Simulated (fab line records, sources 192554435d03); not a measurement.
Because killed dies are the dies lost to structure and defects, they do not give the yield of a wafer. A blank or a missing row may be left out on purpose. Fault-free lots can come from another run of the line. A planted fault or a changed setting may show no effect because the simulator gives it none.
Split-lot trial -- flow n5Finfet -- 21 wafers read across 7 lots, on a route 1938 steps long

== ABOUT THE SPLIT ==
At N5_BEOL_M3_PECVD_72 (deposits SiO2 from TEOS/O2, target thk 16 nm, time 18 s), the setting timeS was moved away from the recipe's 18 s on 7 of the 21 wafers read, by -11.2% to +7.8%. The other wafers ran this setting at the recipe's value.

== FROM THE SPLIT TO THE READING: what the file shows between them, 7 steps ==
- N5_BEOL_M3_COAT_05: resist thk 30 nm (also split here: spinRpm)
- N5_BEOL_M3_EBR_07
- N5_BEOL_M3_SOFTBAKE_06: time 60 s
- N5_BEOL_M3_DESCUM_16: chemistry O2, time 7 s
- N5_BEOL_M3_ETCH_74: etches underlayer in N2/H2, target depth 6.5 nm, time 5.2 s
- N5_BEOL_M3_ETCH_63: etches SiARC in CF4, target depth 15.6 nm, time 26 s
- N5_BEOL_M3_STRIP_97: strips in N2/H2, time 10 s

== THE READING ==
SiO2_of_BEOL_M3_PECVD_72.thkNm (the simulator's own value, which no gauge read), in nm, at N5_BEOL_M3_HM_STRIP_39 (strips TiN in peroxide tin strip, target depth 25 nm, time 158 s). No usual value for it is given in the file. Average 15.7 nm, standard deviation 0.24 nm, over the 14 wafers here run with the recipe.

wafer,"tool, chamber at the split","timeS as run, s",against the recipe,"SiO2_of_BEOL_M3_PECVD_72.thkNm, nm",against lot-mates on the recipe
L075.1,"pecvd-02, 1,2",18,recipe,15.6,-
L075.3,"pecvd-02, 1,2",18,recipe,15.4,-
L075.6,"pecvd-02, 2",18,recipe,15.8,-
L077.1,"pecvd-03, 2",19.4,+7.8%,16.8,+1.3
L077.2,"pecvd-03, 1",18,recipe,15.4,-
L077.5,"pecvd-03, 2",18,recipe,15.6,-
L078.2,"pecvd-02, 1",15.98,-11.2%,14,-2.0
L078.3,"pecvd-02, 0",18,recipe,16,-
L078.4,"pecvd-02, 1",15.98,-11.2%,14.4,-1.6
L081.2,"pecvd-03, 1",18,recipe,15.8,-
L081.3,"pecvd-03, 2,1",16.41,-8.8%,14.8,-1.0
L081.5,"pecvd-03, 2,1",16.41,-8.8%,14.6,-1.2
L090.4,"pecvd-03, 1,0",18,recipe,15.8,-
L090.6,"pecvd-03, 1,0",18,recipe,15.8,-
L090.5,"pecvd-03, 2",18,recipe,16,-
L091.2,"pecvd-04, 2",18,recipe,15.2,-
L091.5,"pecvd-04, 0",18,recipe,15.8,-
L091.6,"pecvd-04, 1",18,recipe,15.6,-
L092.2,"pecvd-02, 0,2",17.25,-4.2%,15,-1.0
L092.3,"pecvd-02, 0,2",17.25,-4.2%,15.2,-0.8
L092.6,"pecvd-02, 0",18,recipe,16,-
When a row names more than one chamber, that row covers several wafers, and the file does not tell which wafer ran in which chamber.

FIT RESULTS
A straight line over all 21 wafers: SiO2_of_BEOL_M3_PECVD_72.thkNm changes by +0.13 nm for each +1% of timeS; r = +0.94; the points scatter about the line by 0.22 nm.
The same after taking each lot's own level away (the mean of its wafers on the recipe; 21 wafers): +0.154 nm for each +1%; r = +0.97; scatter 0.2 nm.
According to that fit, moving timeS by its largest amount changes the reading by 1.7 nm.
The lots' own levels span 15.50 to 16.00 nm, that is 2.1 times the standard deviation above.
So the slope is not independent of the lot-to-lot level: the two fits are not the same.
Check: -1.64 nm against its lot-mates is what the line predicts for one of the wafers moved furthest among these (-11.2%) when that wafer is left out of the fit. It came out at -2 nm against them.

== ADDITIONAL SPLITS CARRIED BY THESE WAFERS ==
Note: prior to the reading, these wafers also went through further splits. Each is held against what the fit with the lots' levels taken away leaves over:
other split on the same wafers,wafers away from the commonest value,r with SiO2_of_BEOL_M3_PECVD_72.thkNm (lot level and that fit taken away)
N5_BEOL_M0_SAQP_EXPOSE_37 doseMj,8,+0.01
N5_BEOL_M0_CUTY_EXPOSE_54 doseMj,7,-0.18
N5_BEOL_M1_COAT_22 spinRpm,6,+0.11
N5_BEOL_M2_DESCUM_33 timeS,10,-0.20
N5_BEOL_M3_COAT_05 spinRpm,7,-0.02

== THE WHOLE CHAIN: every reading that the file lists as answering this split, in the file's order ==
step,what it does,reading,change (the file's fit),r (the file's)
N5_BEOL_M3_PECVD_72,"deposits SiO2 from TEOS/O2, target thk 16 nm, time 18 s","SiO2_of_BEOL_M3_PECVD_72.thkNm (the simulator's own value, which no gauge read)",+0.157 nm for each +1% of the setting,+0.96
N5_BEOL_M3_HM_STRIP_39,"strips TiN in peroxide tin strip, target depth 25 nm, time 158 s","SiO2_of_BEOL_M3_PECVD_72.thkNm (the simulator's own value, which no gauge read)",+0.155 nm for each +1% of the setting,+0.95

== FILE'S OWN FIT ==
SiO2_of_BEOL_M3_PECVD_72.thkNm changes by +0.155 nm for each +1% of timeS, r = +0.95.
